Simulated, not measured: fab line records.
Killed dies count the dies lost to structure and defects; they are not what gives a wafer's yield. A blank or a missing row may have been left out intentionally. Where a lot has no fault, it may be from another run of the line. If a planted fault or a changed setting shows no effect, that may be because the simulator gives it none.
Which of the tools did it? || flow n5_finfet || 9 lots with 27 wafers sampled at 6 steps, on a route of 1938 steps

## WHAT THE GAUGES READ, wafer by wafer
N5_BEOL_M4_CD_MEAS_28: target cd 26.2 nm, target cd y 24.1 nm.
{"lot": "L133", "measured": "day 7 12:19", "on": "cd_sem-01", "cd_nm (nm)": "26.29 26.44 26.50"}
{"lot": "L139", "measured": "day 9 02:51", "on": "cd_sem-02", "cd_nm (nm)": "26.22 25.90 25.48"}
{"lot": "L138", "measured": "day 9 03:24", "on": "cd_sem-02", "cd_nm (nm)": "26.18 26.75 26.42"}
{"lot": "L141", "measured": "day 9 21:51", "on": "cd_sem-02", "cd_nm (nm)": "26.34 26.17 26.06"}
{"lot": "L143", "measured": "day 10 02:52", "on": "cd_sem-02", "cd_nm (nm)": "26.09 26.40 26.34"}
{"lot": "L145", "measured": "day 10 15:22", "on": "cd_sem-01", "cd_nm (nm)": "23.05 11.26 8.58"}
{"lot": "L152", "measured": "day 12 16:34", "on": "cd_sem-01", "cd_nm (nm)": "26.38 26.42 26.28"}
{"lot": "L153", "measured": "day 13 03:59", "on": "cd_sem-03", "cd_nm (nm)": "26.57 26.17 26.07"}
{"lot": "L155", "measured": "day 13 17:47", "on": "cd_sem-01", "cd_nm (nm)": "26.03 25.85 26.16"}

N5_BEOL_M4_RC_MEAS_101.
{"lot": "L133", "measured": "day 7 23:18", "on": "prober-02", "DIBL_N (mV/V)": "40.3 37.1 43.8", "DIBL_P (mV/V)": "40.9 35.4 44.8", "IOFF_N (nA/um)": "0.23 0.15 0.36", "IOFF_P (nA/um)": "0.31 0.21 0.42", "ION_N (uA/um)": "680 676 712", "ION_P (uA/um)": "471 464 478", "SS_N (mV/dec)": "72.2 71.3 73.7", "SS_P (mV/dec)": "74.8 73.7 76.2", "VT_N (mV)": "243 251 240", "VT_P (mV)": "-246 -251 -243"}
{"lot": "L139", "measured": "day 9 08:11", "on": "prober-02", "DIBL_N (mV/V)": "35.3 38.5 39.3", "DIBL_P (mV/V)": "36.6 39.5 40.8", "IOFF_N (nA/um)": "0.15 0.22 0.23", "IOFF_P (nA/um)": "0.19 0.25 0.27", "ION_N (uA/um)": "670 703 706", "ION_P (uA/um)": "458 474 471", "SS_N (mV/dec)": "71.4 72.1 72.3", "SS_P (mV/dec)": "73.1 73.8 74.8", "VT_N (mV)": "253 245 248", "VT_P (mV)": "-255 -251 -249"}
{"lot": "L138", "measured": "day 9 09:13", "on": "prober-01", "DIBL_N (mV/V)": "36.5 34.8 40.1", "DIBL_P (mV/V)": "38.2 36.0 43.2", "IOFF_N (nA/um)": "0.19 0.14 0.28", "IOFF_P (nA/um)": "0.25 0.21 0.37", "ION_N (uA/um)": "691 653 701", "ION_P (uA/um)": "469 455 483", "SS_N (mV/dec)": "72.1 71.9 72.7", "SS_P (mV/dec)": "73.1 71.4 74.5", "VT_N (mV)": "246 251 242", "VT_P (mV)": "-247 -248 -242"}
{"lot": "L141", "measured": "day 10 05:55", "on": "prober-01", "DIBL_N (mV/V)": "38.9 37.5 38.8", "DIBL_P (mV/V)": "41.4 38.2 40.7", "IOFF_N (nA/um)": "0.20 0.16 0.21", "IOFF_P (nA/um)": "0.29 0.23 0.28", "ION_N (uA/um)": "679 682 691", "ION_P (uA/um)": "467 470 474", "SS_N (mV/dec)": "71.3 72.1 72.2", "SS_P (mV/dec)": "74.8 74.1 74.7", "VT_N (mV)": "248 249 248", "VT_P (mV)": "-246 -250 -246"}
{"lot": "L143", "measured": "day 10 09:41", "on": "prober-01", "DIBL_N (mV/V)": "34.9 34.1 34.6", "DIBL_P (mV/V)": "32.9 32.0 33.9", "IOFF_N (nA/um)": "0.14 0.11 0.12", "IOFF_P (nA/um)": "0.19 0.18 0.20", "ION_N (uA/um)": "681 654 669", "ION_P (uA/um)": "474 455 466", "SS_N (mV/dec)": "71.4 71.5 71.9", "SS_P (mV/dec)": "73.1 72.2 72.5", "VT_N (mV)": "250 257 254", "VT_P (mV)": "-248 -250 -250"}
{"lot": "L152", "measured": "day 13 00:56", "on": "prober-02", "DIBL_N (mV/V)": "36.2 37.1 35.3", "DIBL_P (mV/V)": "33.2 35.2 33.1", "IOFF_N (nA/um)": "0.15 0.17 0.13", "IOFF_P (nA/um)": "0.18 0.21 0.18", "ION_N (uA/um)": "670 676 677", "ION_P (uA/um)": "456 454 466", "SS_N (mV/dec)": "71.6 71.7 70.6", "SS_P (mV/dec)": "72.5 72.8 73.1", "VT_N (mV)": "253 250 252", "VT_P (mV)": "-253 -253 -250"}
{"lot": "L153", "measured": "day 13 14:05", "on": "prober-01", "DIBL_N (mV/V)": "38.3 36.8 37.2", "DIBL_P (mV/V)": "39.4 38.0 38.0", "IOFF_N (nA/um)": "0.20 0.17 0.18", "IOFF_P (nA/um)": "0.24 0.21 0.22", "ION_N (uA/um)": "673 671 666", "ION_P (uA/um)": "456 455 455", "SS_N (mV/dec)": "71.8 72.3 71.8", "SS_P (mV/dec)": "73.6 72.9 73.7", "VT_N (mV)": "247 250 248", "VT_P (mV)": "-251 -252 -250"}
{"lot": "L155", "measured": "day 14 07:43", "on": "prober-02", "DIBL_N (mV/V)": "37.7 40.0 35.8", "DIBL_P (mV/V)": "38.9 40.9 37.0", "IOFF_N (nA/um)": "0.19 0.24 0.15", "IOFF_P (nA/um)": "0.28 0.30 0.23", "ION_N (uA/um)": "670 696 677", "ION_P (uA/um)": "460 474 471", "SS_N (mV/dec)": "72.9 73.1 71.6", "SS_P (mV/dec)": "73.9 74.6 73.2", "VT_N (mV)": "249 244 250", "VT_P (mV)": "-247 -245 -248"}

## EACH LOT AND THE TOOL THAT RAN IT (in order: tool; ch and the chambers of the sampled wafers; start)
{"lot": "L133", "N5_BEOL_M4_STRIP_19": "rie_diel-01 ch 0,1, day 7 11:56", "N5_BEOL_M4_EXPOSE_25": "euv_scanner-01 ch 0, day 7 12:12", "N5_BEOL_M4_ETCH_69": "rie_diel-05 ch 0,2,3, day 7 12:31", "N5_BEOL_M4_ALD_98": "ald_sin-02 ch 2,3, day 7 12:35"}
{"lot": "L139", "N5_BEOL_M4_STRIP_19": "rie_diel-05 ch 0,1,3, day 9 02:19", "N5_BEOL_M4_EXPOSE_25": "euv_scanner-02 ch 0, day 9 02:42", "N5_BEOL_M4_ETCH_69": "rie_diel-01 ch 1,2, day 9 03:16", "N5_BEOL_M4_ALD_98": "ald_sin-04 ch 0,2,3, day 9 03:43"}
{"lot": "L138", "N5_BEOL_M4_STRIP_19": "rie_diel-01 ch 0,1,2, day 9 02:53", "N5_BEOL_M4_EXPOSE_25": "euv_scanner-01 ch 0, day 9 03:15", "N5_BEOL_M4_ETCH_69": "rie_diel-05 ch 0,2,3, day 9 03:36", "N5_BEOL_M4_ALD_98": "ald_sin-04 ch 0,1,3, day 9 03:48"}
{"lot": "L141", "N5_BEOL_M4_STRIP_19": "rie_diel-01 ch 1,2,3, day 9 21:19", "N5_BEOL_M4_EXPOSE_25": "euv_scanner-02 ch 0, day 9 21:43", "N5_BEOL_M4_ETCH_69": "rie_diel-01 ch 1,2,3, day 9 22:05", "N5_BEOL_M4_ALD_98": "ald_sin-04 ch 0,1,2, day 9 22:25"}
{"lot": "L143", "N5_BEOL_M4_STRIP_19": "rie_diel-05 ch 0,2,3, day 10 02:22", "N5_BEOL_M4_EXPOSE_25": "euv_scanner-01 ch 0, day 10 02:44", "N5_BEOL_M4_ETCH_69": "rie_diel-05 ch 0,3, day 10 03:02", "N5_BEOL_M4_ALD_98": "ald_sin-04 ch 0,2,3, day 10 03:26"}
{"lot": "L145", "N5_BEOL_M4_STRIP_19": "rie_diel-05 ch 1,2, day 10 14:57", "N5_BEOL_M4_EXPOSE_25": "euv_scanner-01 ch 0, day 10 15:13", "N5_BEOL_M4_ETCH_69": "rie_diel-01 ch 0,1,3, day 10 15:42", "N5_BEOL_M4_ALD_98": "ald_sin-02 ch 0,1,3, day 10 15:50"}
{"lot": "L152", "N5_BEOL_M4_STRIP_19": "rie_diel-05 ch 0,1,3, day 12 16:10", "N5_BEOL_M4_EXPOSE_25": "euv_scanner-02 ch 0, day 12 16:25", "N5_BEOL_M4_ETCH_69": "rie_diel-05 ch 0,2,3, day 12 16:44", "N5_BEOL_M4_ALD_98": "ald_sin-01 ch 1,3, day 12 17:20"}
{"lot": "L153", "N5_BEOL_M4_STRIP_19": "rie_diel-01 ch 1,3, day 13 03:34", "N5_BEOL_M4_EXPOSE_25": "euv_scanner-02 ch 0, day 13 03:52", "N5_BEOL_M4_ETCH_69": "rie_diel-03 ch 0,2,3, day 13 04:10", "N5_BEOL_M4_ALD_98": "ald_sin-04 ch 1,3, day 13 04:16"}
{"lot": "L155", "N5_BEOL_M4_STRIP_19": "rie_diel-05 ch 0,2,3, day 13 17:16", "N5_BEOL_M4_EXPOSE_25": "euv_scanner-02 ch 0, day 13 17:38", "N5_BEOL_M4_ETCH_69": "rie_diel-05 ch 0,1,2, day 13 17:58", "N5_BEOL_M4_ALD_98": "ald_sin-04 ch 1,2,3, day 13 18:02"}
- N5_BEOL_M4_STRIP_19: strips in O2.
- N5_BEOL_M4_EXPOSE_25: exposes mask V3, defocus 5 nm.
- N5_BEOL_M4_ETCH_69: etches SiARC in CF4, target depth 15.6 nm, time 26 s.
- N5_BEOL_M4_ALD_98: deposits SiO2, target thk 2.5 nm, pulse time 1 s, co reactant pulse time 1 s.

## WHAT THE TOOLS THEMSELVES READ (means of the sampled wafers that have a number; where no wafer has one, the mark that the record gives instead)
N5_BEOL_M4_STRIP_19.
{"lot": "L133", "tool": "rie_diel-01", "drypump_motor_current_A (A)": 5.9, "oes_product_au (a.u.)": 0.71, "rf_vpp_V (V)": 4.2, "showerhead_plenum_p_Torr (Torr)": 2.19, "throttle_valve_pct (%)": 16.84}
{"lot": "L139", "tool": "rie_diel-05", "drypump_motor_current_A (A)": 5.1, "oes_product_au (a.u.)": 0.70, "rf_vpp_V (V)": 3.3, "showerhead_plenum_p_Torr (Torr)": 2.11, "throttle_valve_pct (%)": 16.69}
{"lot": "L138", "tool": "rie_diel-01", "drypump_motor_current_A (A)": 5.8, "oes_product_au (a.u.)": 0.76, "rf_vpp_V (V)": 3.8, "showerhead_plenum_p_Torr (Torr)": 2.21, "throttle_valve_pct (%)": 16.70}
{"lot": "L141", "tool": "rie_diel-01", "drypump_motor_current_A (A)": 5.7, "oes_product_au (a.u.)": 0.83, "rf_vpp_V (V)": 3.9, "showerhead_plenum_p_Torr (Torr)": 2.17, "throttle_valve_pct (%)": 16.52}
{"lot": "L143", "tool": "rie_diel-05", "drypump_motor_current_A (A)": 5.4, "oes_product_au (a.u.)": 0.69, "rf_vpp_V (V)": 3.2, "showerhead_plenum_p_Torr (Torr)": 2.07, "throttle_valve_pct (%)": 16.70}
{"lot": "L145", "tool": "rie_diel-05", "drypump_motor_current_A (A)": 5.7, "oes_product_au (a.u.)": 0.69, "rf_vpp_V (V)": 3.1, "showerhead_plenum_p_Torr (Torr)": 2.05, "throttle_valve_pct (%)": 16.92}
{"lot": "L152", "tool": "rie_diel-05", "drypump_motor_current_A (A)": 5.1, "oes_product_au (a.u.)": 0.68, "rf_vpp_V (V)": 3.8, "showerhead_plenum_p_Torr (Torr)": 2.10, "throttle_valve_pct (%)": 16.72}
{"lot": "L153", "tool": "rie_diel-01", "drypump_motor_current_A (A)": 5.8, "oes_product_au (a.u.)": 0.73, "rf_vpp_V (V)": 4.0, "showerhead_plenum_p_Torr (Torr)": 2.13, "throttle_valve_pct (%)": 16.74}
{"lot": "L155", "tool": "rie_diel-05", "drypump_motor_current_A (A)": 5.4, "oes_product_au (a.u.)": 0.68, "rf_vpp_V (V)": 3.7, "showerhead_plenum_p_Torr (Torr)": 2.06, "throttle_valve_pct (%)": 16.74}

N5_BEOL_M4_EXPOSE_25.
{"lot": "L133", "tool": "euv_scanner-01", "exposure_dose_mJ_cm2": 62.82}
{"lot": "L139", "tool": "euv_scanner-02", "exposure_dose_mJ_cm2": 62.88}
{"lot": "L138", "tool": "euv_scanner-01", "exposure_dose_mJ_cm2": 62.82}
{"lot": "L141", "tool": "euv_scanner-02", "exposure_dose_mJ_cm2": 62.87}
{"lot": "L143", "tool": "euv_scanner-01", "exposure_dose_mJ_cm2": 62.75}
{"lot": "L145", "tool": "euv_scanner-01", "exposure_dose_mJ_cm2": 69.29}
{"lot": "L152", "tool": "euv_scanner-02", "exposure_dose_mJ_cm2": 62.78}
{"lot": "L153", "tool": "euv_scanner-02", "exposure_dose_mJ_cm2": 62.72}
{"lot": "L155", "tool": "euv_scanner-02", "exposure_dose_mJ_cm2": 62.78}

N5_BEOL_M4_ETCH_69.
{"lot": "L133", "tool": "rie_diel-05", "drypump_motor_current_A (A)": 5.4, "etch_rf_on_time_s (s)": 26.1, "oes_product_au (a.u.)": 0.61, "rf_vpp_V (V)": 184.6, "showerhead_plenum_p_Torr (Torr)": 2.14, "throttle_valve_pct (%)": 15.67}
{"lot": "L139", "tool": "rie_diel-01", "drypump_motor_current_A (A)": 5.8, "etch_rf_on_time_s (s)": 25.9, "oes_product_au (a.u.)": 0.66, "rf_vpp_V (V)": 184.5, "showerhead_plenum_p_Torr (Torr)": 2.23, "throttle_valve_pct (%)": 15.56}
{"lot": "L138", "tool": "rie_diel-05", "drypump_motor_current_A (A)": 5.4, "etch_rf_on_time_s (s)": 26.2, "oes_product_au (a.u.)": 0.60, "rf_vpp_V (V)": 184.0, "showerhead_plenum_p_Torr (Torr)": 2.13, "throttle_valve_pct (%)": 15.68}
{"lot": "L141", "tool": "rie_diel-01", "drypump_motor_current_A (A)": 5.7, "etch_rf_on_time_s (s)": 26.3, "oes_product_au (a.u.)": 0.71, "rf_vpp_V (V)": 185.4, "showerhead_plenum_p_Torr (Torr)": 2.19, "throttle_valve_pct (%)": 15.40}
{"lot": "L143", "tool": "rie_diel-05", "drypump_motor_current_A (A)": 5.1, "etch_rf_on_time_s (s)": 26.7, "oes_product_au (a.u.)": 0.59, "rf_vpp_V (V)": 183.6, "showerhead_plenum_p_Torr (Torr)": 2.15, "throttle_valve_pct (%)": 15.57}
{"lot": "L145", "tool": "rie_diel-01", "drypump_motor_current_A (A)": 5.9, "etch_rf_on_time_s (s)": 26.8, "oes_product_au (a.u.)": 0.64, "rf_vpp_V (V)": 185.2, "showerhead_plenum_p_Torr (Torr)": 2.16, "throttle_valve_pct (%)": 15.56}
{"lot": "L152", "tool": "rie_diel-05", "drypump_motor_current_A (A)": 5.4, "etch_rf_on_time_s (s)": 26.2, "oes_product_au (a.u.)": 0.59, "rf_vpp_V (V)": 184.8, "showerhead_plenum_p_Torr (Torr)": 2.12, "throttle_valve_pct (%)": 15.74}
{"lot": "L153", "tool": "rie_diel-03", "drypump_motor_current_A (A)": 5.4, "etch_rf_on_time_s (s)": 26.0, "oes_product_au (a.u.)": 0.70, "rf_vpp_V (V)": 183.6, "showerhead_plenum_p_Torr (Torr)": 2.14, "throttle_valve_pct (%)": 15.53}
{"lot": "L155", "tool": "rie_diel-05", "drypump_motor_current_A (A)": 5.6, "etch_rf_on_time_s (s)": 26.6, "oes_product_au (a.u.)": 0.58, "rf_vpp_V (V)": 183.5, "showerhead_plenum_p_Torr (Torr)": 2.08, "throttle_valve_pct (%)": 15.77}

N5_BEOL_M4_ALD_98.
{"lot": "L133", "tool": "ald_sin-02", "heater_power_w (W)": 75, "precursor_pulse_height_rel": 1.008}
{"lot": "L139", "tool": "ald_sin-04", "heater_power_w (W)": 79, "precursor_pulse_height_rel": 0.978}
{"lot": "L138", "tool": "ald_sin-04", "heater_power_w (W)": 82, "precursor_pulse_height_rel": 1.004}
{"lot": "L141", "tool": "ald_sin-04", "heater_power_w (W)": 76, "precursor_pulse_height_rel": 1.017}
{"lot": "L143", "tool": "ald_sin-04", "heater_power_w (W)": 81, "precursor_pulse_height_rel": 0.984}
{"lot": "L145", "tool": "ald_sin-02", "heater_power_w (W)": 79, "precursor_pulse_height_rel": 1.025}
{"lot": "L152", "tool": "ald_sin-01", "heater_power_w (W)": 76, "precursor_pulse_height_rel": 1.000}
{"lot": "L153", "tool": "ald_sin-04", "heater_power_w (W)": 89, "precursor_pulse_height_rel": 1.003}
{"lot": "L155", "tool": "ald_sin-04", "heater_power_w (W)": 81, "precursor_pulse_height_rel": 0.975}

## THE ANSWER, worked out from the rows above alone
Rule: what is usual is taken from the lots themselves. The widest of any qualifying gaps counts: lots, ordered by their means at a reading, are off when they make up no more than a third of the lots, leave a main group of 4 or more, and stand apart from it by 3 or more times the standard deviation of that group's means. A main group whose means are all the same, to the digits that the tables above print for the reading, isn't used. A lot without any number at a reading at which 4 lots or more have one is off too. Where the step has rows for the other lots, those lots are counted as sound. The gauges are gone through in route order, then the tools' own readings, and for those a lot's mean is taken as printed above. The first step at which some lot is off is used, and at that step the reading that is off furthest; a lot without a number counts as furthest.
Off, at N5_BEOL_M4_CD_MEAS_28 on cd_nm: L145. The main group has a mean of 26.23 nm with a standard deviation of 0.19.
A tool fits if, at a process step before that reading, it ran every lot that is off, and no sound lot after the first of them. Not tried: the gauges at N5_BEOL_M4_CD_MEAS_28; whatever is off there is also off at N5_BEOL_M4_EXPOSE_25, on other tools, and gauge error can't account for it. One fits: euv_scanner-01 at N5_BEOL_M4_EXPOSE_25. A fault onset in the window from L143 (day 10 02:44, its last sound lot) to L145 (day 10 15:13, its first lot off) fits.
On the lots that are off, the tool's own readings at N5_BEOL_M4_EXPOSE_25 differ by more than 5 times the standard deviation of the sound lots' means, which bears it out; exposure_dose_mJ_cm2 reads 69.29 there versus 62.80 on the sound lots.

## WHAT THE SIMULATOR HAD PUT IN
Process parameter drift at N5_BEOL_M4_EXPOSE_25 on euv_scanner-01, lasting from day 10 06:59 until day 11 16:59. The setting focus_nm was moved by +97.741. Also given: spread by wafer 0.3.
Shown lots that were struck: L145. The same result came from the rule above.
